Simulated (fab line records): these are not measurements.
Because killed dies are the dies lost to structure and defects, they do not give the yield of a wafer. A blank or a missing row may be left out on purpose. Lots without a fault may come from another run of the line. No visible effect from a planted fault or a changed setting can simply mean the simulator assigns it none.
fab line records -- flow n5-finfet
record: lots: 4, wafers: 12, last-day: 15
route steps=1938 shown BEOL_M6@1230 BEOL_M7@1263 PASSIVATION@1936
lots that met no fault: from a run of the same line without faults
start-h: hours from the record's first day to the start of the lot's first wafer shown -- wait-h: how many hours have passed since the lot's step before this one -- " same as the row above -- L1.1+2: a row that stands for several wafers -- - no value, or no start given -- * or withheld: withheld -- < > ~ a bound
route shown NAME@n: names a module that has steps shown in the file, with the first one's number in the route -- usual: average and standard deviation across the fault-free wafers -- same: alike in all rows -- chamber/n: place in a boat -- sites: readings site by site -- _std_site: standard deviation across them -- _edge_site: mean of outer sites minus mean of inner sites -- radius-mm: for every site, how far away it sits from the centre of the wafer -- mask NAME#n: copy n -- behind: tool/chamber where the wafer was last shaped -- hold: what put the lot on hold/how long, in hours/how the hold closed -- device: whichever transistor did not switch (one of n, p or np) -- end of line: at the end of the route, the tests of the same wafers -- for a step that has no rows: nothing shown but its recipe -- killed: the dies lost at the first sort to structure and to defects; this is not the yield of the wafer -- map: a wafer's dies, marking killed ones x, the rest . and places with no die _
set.NAME: the setting that was run; set.NAME@STEP: the one run at that earlier step -- model.NAME: the simulator's own value behind a step, which no gauge read
lots at some steps of the route; a table a step, a row a wafer
services: the hour from which a tool's chamber was out of use, counted from the record's first day as start-h (under 0 if before that day), plus the number of hours and why
== steps ==
step: N5_BEOL_M6_DESCUM_33
recipe: chemistry: O2, time-s: 7, source-power-w: 50, bias-power-w: 20, pressure-mtorr: 20, rf-frequency-hz: 2.712e+07, temp-c: 40, resist: CAR-EUV, o2-flow-sccm: 225
step: N5_BEOL_M6_ETCH_72
recipe: chemistry: N2/H2, target: underlayer, target-depth-a: 65, mask-material: CAR-EUV, time-s: 5.2, ion-energy-ev: 200, pressure-mtorr: 30, source-w: 840, bias-w: 150, n2-flow-sccm: 200, h2-flow-sccm: 200, ends: cleared
step: N5_BEOL_M6_ETCH_65
recipe: chemistry: CF4, target: SiARC, target-depth-a: 156, mask-material: CAR-EUV, time-s: 26, ion-energy-ev: 80, pressure-mtorr: 40, source-w: 545, bias-w: 36, Ar_flow_sccm: 100, cf4-flow-sccm: 100, ends: cleared
step: N5_BEOL_M6_ETCH_66
recipe: chemistry: N2/H2, target: SOC, target-depth-a: 800, overetch-a: 160, mask-material: SiARC, temp-c: 40, time-s: 120, ion-energy-ev: 200, pressure-mtorr: 30, source-w: 840, bias-w: 150, n2-flow-sccm: 200, h2-flow-sccm: 200
step: N5_BEOL_M6_STRIP_69
recipe: chemistry: N2/H2, temp-c: 40, n2-flow-sccm: 200, h2-flow-sccm: 200, rf-frequency-hz: 6e+07
step: N5_BEOL_M6_STRIP_73
recipe: chemistry: N2/H2, temp-c: 40, n2-flow-sccm: 200, h2-flow-sccm: 200, rf-frequency-hz: 6e+07
step: N5_BEOL_M6_VIA_ETCH_34
recipe: chemistry: C4F6/O2, target: SiCOH_lowk, target-depth-a: 1263, mask-material: SOC, taper-deg: 4, time-s: 50.9, ion-energy-ev: 250, pressure-mtorr: 30, source-w: 345, bias-w: 185, Ar_flow_sccm: 300, C4F6_flow_sccm: 10, O2_flow_sccm: 10
step: N5_BEOL_M6_STRIP_76
recipe: chemistry: C4F6/O2, resist: SiARC, rf-frequency-hz: 6e+07
step: N5_BEOL_M6_STRIP_36
recipe: chemistry: N2/H2, power-w: 450, temp-c: 40, pressure-mtorr: 20, rf-frequency-hz: 6e+07, overash-fraction: 0.3, bias-power-w: 7, h2-frac: 0.5, n2-flow-sccm: 200, h2-flow-sccm: 200
step: N5_BEOL_M6_TRENCH_ETCH_37
recipe: chemistry: C4F6/O2, target-depth-a: 944.35, target: SiCOH_lowk, time-s: 31.5, ion-energy-ev: 250, pressure-mtorr: 30, source-w: 345, bias-w: 185, Ar_flow_sccm: 300, C4F6_flow_sccm: 10, O2_flow_sccm: 10
step: N5_BEOL_M6_ETCH_41
recipe: chemistry: CH3F/O2, target: SiCN, target-depth-a: 297, taper-deg: 2, time-s: 52, ion-energy-ev: 120, mask-material: TiN, pressure-mtorr: 30, source-w: 395, bias-w: 75, Ar_flow_sccm: 150, CH3F_flow_sccm: 30, O2_flow_sccm: 20
step: N5_BEOL_M6_STRIP_80
recipe: chemistry: N2/H2, time-s: 10, power-w: 450, temp-c: 40, pressure-mtorr: 20, rf-frequency-hz: 6e+07, bias-power-w: 7, n2-flow-sccm: 200, h2-flow-sccm: 200
usual: drypump-motor-current-A: 5.3/0.51, oes-product-au: 0.80/0.1, rf-vpp-V: 59.0/0.82, showerhead-plenum-p-Torr: 2.52/0.086, throttle-valve-pct: 23.61/0.29
lot.wafer,tool,chamber,start-h,wait-h,drypump-motor-current-A,oes-product-au,rf-hours-counter-h,rf-vpp-V,showerhead-plenum-p-Torr,throttle-valve-pct
L722.2,rie-diel-04,3,211.20,-,4.9,0.68,216,58.8,2.60,23.88
L722.3,rie-diel-04,0,211.20,-,5.5,0.98,2,58.4,2.50,23.91
L722.6,rie-diel-04,3,211.20,-,4.9,0.68,-,58.1,2.60,23.91
L732.1,rie-diel-04,2,263.37,-,5.3,0.68,226,60.0,2.43,23.72
L732.3,rie-diel-04,1,263.37,-,5.3,0.90,32,60.5,2.69,23.67
L732.4,rie-diel-04,3,263.37,-,4.8,0.68,234,58.6,2.59,23.91
L731.2,rie-diel-04,0,272.51,-,5.5,0.92,22,60.1,2.49,23.91
L731.4,rie-diel-04,3,272.51,-,4.9,0.67,238,59.6,2.59,23.93
L731.5,rie-diel-04,3,272.51,-,4.9,0.67,-,59.1,2.59,23.92
L733.1,rie-diel-05,3,278.82,-,4.8,0.70,224,58.1,2.40,23.65
L733.3,rie-diel-05,2,278.82,-,5.2,0.80,103,59.6,2.54,23.03
L733.4,rie-diel-05,0,278.82,-,5.9,0.85,47,59.6,2.49,23.22
step: N5_BEOL_M6_HM_STRIP_39
recipe: chemistry: peroxide-tin-strip, material: TiN, target-depth-a: 250, temp-c: 50, time-s: 158
step: N5_BEOL_M6_SRD_40
recipe: time-s: 30, temp-c: 23, rinse-liquid: diw, dry: ipa-marangoni
step: N5_BEOL_M6_PRECLEAN_42
recipe: chemistry: residue-remover, time-s: 60, temp-c: 40
step: N5_BEOL_M6_SRD_43
recipe: time-s: 30, temp-c: 23, rinse-liquid: diw, dry: ipa-marangoni
step: N5_BEOL_M6_CURE_75
recipe: temp-c: 370, time-s: 120, ambient: DMADMS/He, material: SiCOH_lowk
step: N5_BEOL_M6_DEGAS_44
recipe: ambient: vacuum, temp-c: 250, time-s: 60
step: N5_BEOL_M6_PRE_CLEAN_45
recipe: gas: H2/He, time-s: 30, temp-c: 250
step: N5_BEOL_M6_ALD_77
recipe: material: TaN, target-thk-a: 20, temp-c: 275, ald-precursor-family: PDMAT, ald-co-reactant: NH3, pressure-torr: 3, carrier-flow-sccm: 1500, pulse-time-s: 2, purge-time-s: 3, co-reactant-purge-time-s: 2, co-reactant-pulse-time-s: 3, ald-cycles: 40, precursor-vessel-temp-c: 75, precursor-vessel-pressure-torr: 26.25, precursor-vessel-carrier-sccm: 1000
step: N5_BEOL_M6_SURFACE_TREAT_79
recipe: gas: Ar, time-s: *, ion-energy-ev: *, ion-current-ma-cm2: 0.5, pressure-mtorr: *, ar-flow-sccm: 30
step: N5_BEOL_M6_CVD_78
recipe: material: Co, target-thk-a: 20, temp-c: withheld, precursor: CCTBA/H2, pressure-torr: 30, time-s: 142.3
step: N5_BEOL_M6_SPUTTER_48
recipe: material: Cu, target-thk-a: 100, temp-c: -20, bias-v: 60, power-w: 26000, chamber-pressure-pa: 0.13, time-s: 1.667
step: N5_BEOL_M6_ECD_50
recipe: material: Cu, target-thk-a: 3000
step: N5_BEOL_M6_ANNEAL_51
recipe: temp-c: 225, time-s: 90, ambient: N2
step: N5_BEOL_M6_CMP_52
recipe: stop-on: SiCOH_lowk, t-overpolish-s: 6.9, down-force-psi: 1, platen-rpm: 50, clearing-platen-down-force-psi: 1.5, clearing-platen-rpm: 50, post-cmp-clean: cu-alkaline, target-thk-nm: 80, clearing-platen-pad-velocity-m-s: 0.99484, pad-velocity-m-s: 0.99484
step: N5_BEOL_M6_PRE_CLEAN_55
recipe: gas: NH3, time-s: 15, temp-c: withheld, rf-power-w: 300
step: N5_BEOL_M6_DEP_56
recipe: material: SiCN, target-thk-a: 100, temp-c: withheld, precursor: 3MS/NH3, pressure-torr: 3, rf-w: 202, time-s: 17.5
step: N5_BEOL_M7_ILD_DEP_00
recipe: material: SiCOH_lowk, target-thk-a: 1797.5, temp-c: 300, precursor: DEMS/porogen, pressure-torr: 5, rf-w: 500, time-s: 33.4
step: N5_BEOL_M7_CURE_74
recipe: temp-c: 385, time-s: 240, ambient: He/Ar, material: SiCOH_lowk
step: N5_BEOL_M7_PECVD_70
recipe: material: SiO2, target-thk-a: 200, temp-c: 400, precursor: TEOS/O2, pressure-torr: 5.5, rf-w: 450, teos-flow-sccm: 53.8, gas: O2, flow-sccm: 3000, time-s: 22.7
step: N5_BEOL_M7_HM_DEP_02
recipe: material: TiN, target-thk-a: 200, temp-c: 25, chamber-pressure-pa: 0.49996
step: N5_BEOL_M7_COAT_59
recipe: resist: SOC, temp-c: 250, time-s: 60, spin-rpm: 1500, resist-thk-nm: 100
step: N5_BEOL_M7_COAT_60
recipe: resist: SiARC, temp-c: 220, time-s: 60, spin-rpm: 1500, resist-thk-nm: 35
step: N5_BEOL_M7_COAT_05
recipe: resist: CAR-ArF, spin-rpm: 1500, resist-thk-nm: 90
step: N5_PASSIVATION_PROBE_49
usual: defect-limited-yield: 91.1/1.5, killed_at_M0_to_M3: 35/11, killed_at_M4_up: 13/5.7, killed-at-contacts: 12/5.7, killed-at-front-end: 40/11, killed-at-other: 4/4.4, killed-dies: 105/18, killed-open: 68/14, killed-short: 34/7.4, sort_bin_5_function: 5.2/1, sort_bin_6_memory: 3.3/0.67, sort_bin_8_speed: 0.04/0.29, sort-n-pass: 1074/18, sort-yield-pct: 91.0/1.5
same: gross-dies: 1180, killed-at-back-side: 0, sort_bin_4_leakage[%]: 0
lot.wafer,tool,chamber,start-h,wait-h,defect-limited-yield[%],killed_at_M0_to_M3,killed_at_M4_up,killed-at-contacts,killed-at-front-end,killed-at-other,killed-dies,killed-open,killed-short,sort_bin_5_function[%],sort_bin_6_memory[%],sort_bin_8_speed[%],sort-n-pass,sort-yield-pct[%]
L722.2,prober-02,-,296.10,0.1,88.9,36,21,9,63,2,131,87,44,6.2,4.4,0,1049,88.9
L722.3,prober-02,-,296.15,0.1,89.5,46,17,4,47,10,124,78,38,6.9,3.4,0,1056,89.5
L722.6,prober-02,-,296.30,0.3,88.5,57,13,11,54,1,136,85,50,6.4,4.7,0,1044,88.5
L732.1,prober-02,-,345.56,0.0,85.6,45,73,20,29,3,170,82,36,8.5,4.1,0,1010,85.6
L732.3,prober-02,-,345.66,0.1,82.2,41,127,6,35,1,210,68,36,10.4,4.3,0,970,82.2
L732.4,prober-02,-,345.71,0.2,82.0,29,140,12,23,8,212,43,33,10.0,4.6,0,968,82.0
L731.2,prober-02,-,356.22,0.1,80.6,59,133,12,22,3,229,77,40,11.9,4.1,0,951,80.6
L731.4,prober-02,-,356.32,0.2,80.3,39,148,13,32,1,233,64,30,12.5,4.1,0,947,80.3
L731.5,prober-02,-,356.37,0.2,82.1,26,147,9,25,4,211,51,24,11.4,3.7,0,969,82.1
L733.1,prober-02,-,367.59,0.0,92.4,34,9,8,37,2,90,59,31,4.6,2.9,0,1090,92.4
L733.3,prober-02,-,367.69,0.1,91.8,36,12,16,31,2,97,68,28,5.4,2.5,0,1083,91.8
L733.4,prober-02,-,367.74,0.2,90.0,36,24,27,28,3,118,80,37,6.0,3.6,2.80,1029,87.2
killed by level:class
L722.2 STI_FIN_REVEAL:geometric-particle:open=19 FIN_SAQP:geometric-particle:short=14 BEOL_M0_SAQP:geometric-particle:open=11 BEOL_M3:geometric-particle:open=10 FIN_SAQP:geometric-particle:open=9 BEOL_M0_SAQP:geometric-particle:short=8 MOL_CONTACT_COAG:geometric-particle:open=7 GATE_CUT:geometric-particle:short=6
L722.3 BEOL_M0_SAQP:geometric-particle:open=19 STI_FIN_REVEAL:geometric-particle:open=17 BEOL_M0_SAQP:geometric-particle:short=12 BEOL_M3:geometric-particle:open=8 MIM_TOP_ETCH:area-etch=7 FIN_SAQP:geometric-particle:open=6 BEOL_M4:geometric-particle:open=6 GATE_CUT:geometric-particle:short=5
L722.6 BEOL_M0_SAQP:geometric-particle:open=20 STI_FIN_REVEAL:geometric-particle:open=14 GATE_CUT:geometric-particle:short=12 BEOL_M0_SAQP:geometric-particle:short=12 FIN_SAQP:geometric-particle:open=9 BEOL_M3:geometric-particle:open=9 MOL_CONTACT_COAG:geometric-particle:open=8 FIN_SAQP:geometric-particle:short=6
L732.1 BEOL_M6:unspecified=48 MOL_CONTACT_COAG:geometric-particle:open=18 BEOL_M4:geometric-particle:open=12 BEOL_M0_SAQP:geometric-particle:open=12 BEOL_M0_SAQP:geometric-particle:short=10 BEOL_M1:geometric-particle:open=8 STI_FIN_REVEAL:geometric-particle:open=5 FIN_SAQP:geometric-particle:open=4
L732.3 BEOL_M6:unspecified=106 STI_FIN_REVEAL:geometric-particle:open=13 BEOL_M0_SAQP:geometric-particle:short=9 BEOL_M0_SAQP:geometric-particle:open=9 GATE_CUT:geometric-particle:short=7 BEOL_M2:geometric-particle:open=7 BEOL_M4:geometric-particle:open=6 MOL_CONTACT_COAG:geometric-particle:open=5
L732.4 BEOL_M6:unspecified=133 BEOL_M0_SAQP:geometric-particle:short=11 MOL_CONTACT_COAG:geometric-particle:open=9 BEOL_M0_SAQP:geometric-particle:open=6 BEOL_M1:geometric-particle:open=4 STI_FIN_REVEAL:geometric-particle:open=3 DUMMY_GATE:geometric-particle:open=3 GATE_CUT:geometric-particle:open=3
L731.2 BEOL_M6:unspecified=111 BEOL_M0_SAQP:geometric-particle:short=12 MOL_CONTACT_COAG:geometric-particle:open=10 BEOL_M1:geometric-particle:open=10 BEOL_M0_SAQP:geometric-particle:open=9 BEOL_M3:geometric-particle:open=8 BEOL_M4:geometric-particle:open=8 STI_FIN_REVEAL:geometric-particle:open=7
L731.4 BEOL_M6:unspecified=137 FIN_SAQP:geometric-particle:open=11 BEOL_M0_SAQP:geometric-particle:short=11 MOL_CONTACT_COAG:geometric-particle:open=9 BEOL_M0_SAQP:geometric-particle:open=9 BEOL_M3:geometric-particle:open=6 STI_FIN_REVEAL:geometric-particle:open=5 BEOL_M2:geometric-particle:open=4
L731.5 BEOL_M6:unspecified=136 BEOL_M0_SAQP:geometric-particle:short=10 FIN_SAQP:geometric-particle:open=7 GATE_CUT:geometric-particle:open=5 MOL_CONTACT_COAG:geometric-particle:open=5 BEOL_M0_SAQP:geometric-particle:open=5 BEOL_M2:geometric-particle:open=5 GATE_CUT:geometric-particle:short=4
L733.1 FIN_SAQP:geometric-particle:open=8 STI_FIN_REVEAL:geometric-particle:open=8 MOL_CONTACT_COAG:geometric-particle:open=7 BEOL_M1:geometric-particle:open=7 BEOL_M1:geometric-particle:short=7 BEOL_M4:geometric-particle:open=6 BEOL_M0_SAQP:geometric-particle:short=6 BEOL_M0_SAQP:geometric-particle:open=6
L733.3 BEOL_M1:geometric-particle:open=18 MOL_CONTACT_COAG:geometric-particle:open=12 DUMMY_GATE:geometric-particle:open=9 FIN_SAQP:geometric-particle:short=6 BEOL_M4:geometric-particle:open=6 FIN_SAQP:geometric-particle:open=4 STI_FIN_REVEAL:geometric-particle:open=4 DUMMY_GATE:geometric-particle:short=4
L733.4 MOL_CONTACT_COAG:geometric-particle:open=21 BEOL_M4:geometric-particle:open=15 BEOL_M0_SAQP:geometric-particle:short=7 MOL_CONTACT_COAG:geometric-particle:short=6 BEOL_M0_SAQP:geometric-particle:open=6 BEOL_M2:geometric-particle:open=6 FIN_SAQP:geometric-particle:open=5 BEOL_M1:geometric-particle:open=5
map L731.4 (x killed, . not)
_________________.......x....________________
______________........x........._____________
___________.....x..........x.......__________
__________.....x.........xx........._________
________..........x..................._______
_______...x............................______
______....x.x..............x........x.x._____
_____...xxx.xxxx..x....x....x.......x....____
____.xxxxxxxxxxxx..x...x.............x..xx___
___..xxxxxxxxxxxxx.........................__
___..x.xxxxxxxxxxx.x.x.....................__
__.xxxxxxxxxxxxxxxx......xx................._
__...xxxxxxxxxxxxxxx.....................x.._
_..xxxxxxxxxxxxxxx.x................x..x.....
_...xx.xxxxxxxxxxxxx.........xx.....x.x......
_..x.xxxxxxxxxxxx....x.....x..x..............
_.......xxxxxxxxx.............x..........x...
_x.....xxxxx.x.x.....................x.x.....
_.xx..x..x..x......x.............xx...x.....x
_x..x....x.x...x..........x................x.
_....x.x..............x...........x.....x..x.
__...x........x..x....x....................._
__..........x.....x............x.....xx...x._
___........x...............x......x........__
___......................x..x.x.x.......x..__
____..............................x.......___
_____....................x....x..........____
______.................x................_____
_______.............x.........x.......x______
________..........x..................._______
__________...x.....x................_________
___________..........x.............__________
______________.......xx...x....._____________
_________________.......x....________________
map L732.4 (x killed, . not)
_________________x.x...x.x...________________
______________.................._____________
___________.x.x..x.............x...__________
__________.............x.x..x......._________
________.x...x........................_______
_______x...x......x..........x.........______
______..x.xx.x....x..x.................._____
_____..xx..xx..x.....x...................____
____....xxxxxxxx..............x....x..x...___
___.xxx.xxxxxxxxxx.x.......................__
___.x.xxxxxxxxxxxx..x......................__
__...xxxxxxxxxxxxxx....................x...._
__..xxxxxxxxxxxxxxx...........x............._
_...xxxxxxxxxxxxxxx...........x.x............
_....xxxxxxxxxxxx...........x...x............
_.....xxxxxxxxxxx.................x..........
_..x..xxxxxxxxxxx.x............x......x......
_..x.x.xxxxxxxx.x..x.x.................x.....
_......x.x...x.....x.....x..x................
_............x.......x.......................
_...............x....x.........x.............
__.x............x.....xx.....x...........x.._
__..........................x.........x....._
___.....................x..........x.....xx__
___.......x..........x.......x...........x.__
____..............................x.......___
_____x......x............................____
______......xx.........................._____
_______...................x...........x______
________...................x.........._______
__________.........................x_________
___________..x...................x.__________
______________.......x....x....x_____________
_________________............________________
== services ==
tool,chamber,start-h,hours,kind
rie-diel-04,-,235.24,2.8,pm
rie-diel-04,-,240.99,2.6,repair
rie-diel-05,1,254.24,8.0,repair
== key ==
first-sign: step: N5_PASSIVATION_PROBE_49, reading: killed_at_M4_up, direction: up, sigmas: 20, usual: 13, struck: 128
effect: step: N5_PASSIVATION_PROBE_49, reading: defect-limited-yield, direction: down, sigmas: 6, usual: 91.1, struck: 82.1
more-kills-born-at: N5_BEOL_M6_STRIP_80@rie-diel-04: 671
met-at N5_BEOL_M6_STRIP_80
struck-wafers L731.2,L731.4,L731.5,L732.1,L732.3,L732.4
onset-between 211.20 263.37
fault: kind: chamber-particle-source, tool: rie-diel-04, chamber: -, onset-h: 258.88, steps: N5_BEOL_M6_STRIP_80, rate-per-visit-cm2: 1.2383, end-h: 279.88
